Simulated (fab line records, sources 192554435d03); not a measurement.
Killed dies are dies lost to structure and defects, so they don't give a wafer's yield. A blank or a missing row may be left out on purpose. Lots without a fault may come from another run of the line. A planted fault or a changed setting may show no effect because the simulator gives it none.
fab line records | flow n5_finfet
record lots=7 wafers=39
route steps=1938 shown BEOL_M15@1773 PASSIVATION@1929
start_h: hours from the record's first day to the start of the lot's first wafer shown | wait_h: hours since the lot's step before | " the same as in the row above | L1.1+2: a row that stands for several wafers | - no value, or no start given | * or withheld: withheld | < > ~ a bound
route shown NAME@n: a module of which the file shows steps, and the number in the route of the first | usual: mean/standard deviation of fault-free wafers | same: alike in all rows | chamber/n: place in a boat | sites: the reading at each site | _std_site: their standard deviation | _edge_site: outer sites' mean less inner sites' | radius_mm: how far each site lies from the wafer's centre | mask NAME#n: copy n | behind: the tool/chamber that last shaped the wafer | hold: why the lot was held/for how many hours/how that ended | device: the transistor (n, p or np) that didn't switch | end of line: the same wafers' tests at the end of the route | a step without rows: its recipe alone | killed: dies lost to structure and defects at the first sort, not the wafer's yield | map: a wafer's dies, x killed, . not, _ none there
set.NAME: the setting as run; set.NAME@STEP: as run at that earlier step | model.NAME: the simulator's own value behind a step, which no gauge read
lots whose settings were changed on purpose; a table a step, a row a wafer
## steps
# step N5_BEOL_M15_ILD_DEP_00
# recipe material=SiO2 target_thk_a=16293 temp_c=400 precursor=TEOS/O2 pressure_torr=6.5 rf_w=900 teos_flow_sccm=161.4 gas=O2 flow_sccm=2650 time_s=346.1
# columns lot.wafer tool chamber start_h wait_h set.time_s model.SiO2_of_BEOL_M15_ILD_DEP_00.thk_nm
L076.1 pecvd-01 1 265.32 0.0 245.1 1174
L076.2 " 0 " " 346.1 1600
L076.3 " 2 " " 245.1 1150
L076.4 " 1 " " 346.1 1632
L076.5 " 2 " " 346.1 1643
L076.6 " 0 " " 245.1 1162
L074.2 pecvd-02 2 268.88 0.0 346.1 1616
L074.4 " 2 " " 346.1 1642
L074.6 " 1 " " 346.1 1651
L079.1 pecvd-01 1 294.48 0.0 346.1 1630
L079.2+3 " 2,0 " " 346.1 1633
L079.4 " 2 " " 346.1 1647
L079.5 " 0 " " 346.1 1649
L079.6 " 1 " " 346.1 1640
L083.1 pecvd-02 0 312.12 0.0 180.5 835.2
L083.2 " 1 " " 346.1 1645
L083.3 " 2 " " 180.5 887
L083.4 " 0 " " 180.5 845.6
L083.5 " 1 " " 346.1 1665
L083.6 " 2 " " 346.1 1669
L088.1 pecvd-04 1 349.49 0.0 346.1 1608
L088.2 " 2 " " 346.1 1612
L088.3 " 0 " " 346.1 1555
L088.4 " 1 " " 346.1 1627
L088.5 " 2 " " 346.1 1653
L088.6 " 0 " " 346.1 1607
L092.1 pecvd-02 1 349.72 0.0 346.1 1632
L092.2 " 2 " " 448.7 2128
L092.3 " 0 " " 346.1 1618
L092.4 " 1 " " 448.7 2129
L092.5 " 0 " " 346.1 1642
L092.6 " 2 " " 448.7 2192
L093.1 pecvd-02 1 357.06 0.0 474.6 2217
L093.2 " 0 " " 474.6 2225
L093.3 " 0 " " 346.1 1630
L093.4 " 1 " " 346.1 1638
L093.5 " 0 " " 346.1 1628
L093.6 " 1 " " 474.6 2237
# step N5_BEOL_M15_THK_MEAS_01
# recipe reads=SiO2_of_BEOL_M15_ILD_DEP_00
# usual M15_ILD_THK=1628/23
# columns lot.wafer tool chamber start_h wait_h set.time_s@BEOL_M15_ILD_DEP_00 M15_ILD_THK[nm]
L076.1 film_metro-01 - 265.57 0.1 245.1 1174
L076.2 " - " " 346.1 1601
L076.3 " - " " 245.1 1149
L076.4 " - " " 346.1 1631
L076.5 " - " " 346.1 1643
L076.6 " - " " 245.1 1162
L074.2 film_metro-02 - 269.13 0.1 346.1 1616
L074.4 " - " " 346.1 1642
L074.6 " - " " 346.1 1650
L079.1 film_metro-01 - 294.73 0.1 346.1 1630
L079.2 " - " " 346.1 1632
L079.3 " - " " 346.1 1632
L079.4 " - " " 346.1 1647
L079.5 " - " " 346.1 1648
L079.6 " - " " 346.1 1640
L083.1 film_metro-02 - 312.37 0.1 180.5 835
L083.2 " - " " 346.1 1647
L083.3 " - " " 180.5 886
L083.4 " - " " 180.5 845
L083.5 " - " " 346.1 1665
L083.6 " - " " 346.1 1669
L088.1 film_metro-02 - 349.74 0.1 346.1 1608
L088.2 " - " " 346.1 1611
L088.3 " - " " 346.1 1555
L088.4 " - " " 346.1 1625
L088.5 " - " " 346.1 1653
L088.6 " - " " 346.1 1606
L092.1 film_metro-02 - 349.98 0.2 346.1 1632
L092.2 " - " " 448.7 2128
L092.3 " - " " 346.1 1618
L092.4 " - " " 448.7 2129
L092.5 " - " " 346.1 1643
L092.6 " - " " 448.7 2190
L093.1 film_metro-02 - 357.42 0.2 474.6 2217
L093.2 " - " " 474.6 2225
L093.3 " - " " 346.1 1630
L093.4 " - " " 346.1 1636
L093.5 " - " " 346.1 1627
L093.6 " - " " 474.6 2238
# step N5_BEOL_M15_COAT_58
# recipe resist=BARC temp_c=205 time_s=60 spin_rpm=1500 resist_thk_nm=89
# step N5_BEOL_M15_COAT_04
# recipe spin_rpm=1704 resist_thk_nm=800
# step N5_BEOL_M15_DESCUM_15
# recipe chemistry=O2 time_s=7.9 source_power_w=50 bias_power_w=20 pressure_mtorr=20 rf_frequency_hz=2.712e+07 temp_c=40 o2_flow_sccm=225
# step N5_BEOL_M15_ETCH_59
# recipe chemistry=N2/H2 target=BARC target_depth_a=890 overetch_a=267 time_s=67.9 ion_energy_ev=200 pressure_mtorr=30 source_w=840 bias_w=150 n2_flow_sccm=200 h2_flow_sccm=200
# step N5_BEOL_M15_VIA_ETCH_16
# recipe chemistry=C4F8/O2/Ar target=SiO2 he_inner_torr=15 he_outer_torr=30 target_depth_a=17922 time_s=withheld ion_energy_ev=800 pressure_mtorr=20 source_w=1905 bias_w=2040 Ar_flow_sccm=400 C4F8_flow_sccm=16 O2_flow_sccm=12 ends=cleared
# columns lot.wafer tool chamber start_h wait_h set.time_s@BEOL_M15_ILD_DEP_00 model.etch.depth_nm model.coat_of_BEOL_M15_COAT_04.thk_nm
L076.1 rie_diel-06 2 266.07 0.0 * 1174 445
L076.2 " 1 " " * 1600 329.6
L076.3 " 0 " " * 1150 439.4
L076.4 " 3 " " * 1632 332.4
L076.5 " 3 " " * 1643 331.2
L076.6 " 2 " " * 1162 449.6
L074.2 rie_diel-06 2 269.73 0.0 * 1616 342.8
L074.4 " 0 " " * 1642 326
L074.6 " 3 " " * 1651 333.6
L079.1 rie_diel-02 0 295.21 0.0 * 1630 332.8
L079.2 " 1 " " * 1633 330.2
L079.3 " 3 " " * 1633 330.6
L079.4 " 3 " " * 1647 329.4
L079.5 " 0 " " * 1649 328.4
L079.6 " 1 " " * 1640 328.4
L083.1 rie_diel-02 2 313.27 0.0 * 835.1 514.2
L083.2 " 3 " " * 1645 327.6
L083.3 " 1 " " * 886.9 512.2
L083.4 " 0 " " * 845.7 519
L083.5 " 3 " " * 1665 323.4
L083.6 " 2 " " * 1669 318.2
L088.1 rie_diel-02 0 350.34 0.0 * 1608 343.4
L088.2 " 2 " " * 1612 332.8
L088.3 " 1 " " * 1555 348.2
L088.4 " 2 " " * 1627 332.2
L088.5 " 1 " " * 1653 328.6
L088.6 " 0 " " * 1607 340.4
L092.1 rie_diel-06 3 350.59 0.0 * 1632 331.6
L092.2 " 2 " " * 2128 226.2
L092.3 " 1 " " * 1618 325.2
L092.4 " 3 " " * 2129 211.2
L092.5 " 1 " " * 1642 319.2
L092.6 " 2 " " * 2192 208
L093.1 rie_diel-06 1 358.02 0.0 * 2217 180
L093.2 " 3 " " * 2225 195.8
L093.3 " 2 " " * 1630 342.8
L093.4 " 1 " " * 1638 322
L093.5 " 2 " " * 1628 345.4
L093.6 " 3 " " * 2237 190.2
# step N5_PASSIVATION_PASS_ETCH_47
# recipe chemistry=CF4/O2 target=SiNx target_depth_a=7700 time_s=385 ion_energy_ev=100 pressure_mtorr=40 source_w=535 bias_w=49 Ar_flow_sccm=100 cf4_flow_sccm=100 O2_flow_sccm=10
# columns lot.wafer tool chamber start_h wait_h set.time_s model.etch.depth_nm
L076.1 rie_diel-03 1 279.31 0.0 385 752.2
L076.2 " 3 " " 385 784.8
L076.3 " 2 " " 385 748.3
L076.4 " 0 " " 261.6 503.6
L076.5 " 3 " " 261.6 530.8
L076.6 " 0 " " 261.6 502.5
L074.2 rie_diel-03 3 289.02 0.0 385 779.1
L074.4 " 2 " " 385 751.6
L074.6 " 3 " " 385 783
L079.1 rie_diel-01 1 307.56 0.0 385 744
L079.2 " 2 " " 385 803.9
L079.3 " 0 " " 385 766.3
L079.4 " 3 " " 385 813.8
L079.5 " 1 " " 385 753.3
L079.6 " 0 " " 385 770.3
L083.1 rie_diel-03 3 328.75 0.0 385 792
L083.2 " 1 " " 385 764.9
L083.3 " 0 " " 385 745.7
L083.4 " 2 " " 385 753.8
L083.5 " 2 " " 385 752.3
L083.6 " 1 " " 385 762.7
L088.1 rie_diel-01 3 367.01 0.0 385 809.6
L088.2 " 2 " " 385 791.1
L088.3 " 0 " " 385 766.8
L088.4 " 1 " " 385 781.5
L088.5 " 2 " " 385 797.1
L088.6 " 1 " " 385 775.3
L092.1 rie_diel-03 2 367.51 0.0 385 741.1
L092.2 " 1 " " 451.2 879.9
L092.3 " 3 " " 451.2 906.3
L092.4 " 0 " " 385 739
L092.5 " 0 " " 451.2 862.7
L092.6 " 3 " " 385 777.5
L093.1 rie_diel-03 1 372.24 0.0 385 757.7
L093.2 " 3 " " 325.6 659.8
L093.3 " 2 " " 385 752.4
L093.4 " 1 " " 385 753.5
L093.5 " 2 " " 325.6 634.2
L093.6 " 3 " " 325.6 659.7
## key
split step=N5_BEOL_M15_ILD_DEP_00 setting=time_s stated=346.1 by=wafer
response step=N5_BEOL_M15_ILD_DEP_00 reading=model.SiO2_of_BEOL_M15_ILD_DEP_00.thk_nm change=+16.6 per=1% r=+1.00
response step=N5_BEOL_M15_THK_MEAS_01 reading=M15_ILD_THK change=+16.6 per=1% r=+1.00
response step=N5_BEOL_M15_VIA_ETCH_16 reading=model.etch.depth_nm change=+16.6 per=1% r=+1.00
response step=N5_BEOL_M15_VIA_ETCH_16 reading=model.coat_of_BEOL_M15_COAT_04.thk_nm change=-3.94 per=1% r=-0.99
split step=N5_PASSIVATION_PASS_ETCH_47 setting=time_s stated=385 by=wafer
response step=N5_PASSIVATION_PASS_ETCH_47 reading=model.etch.depth_nm change=+7.58 per=1% r=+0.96
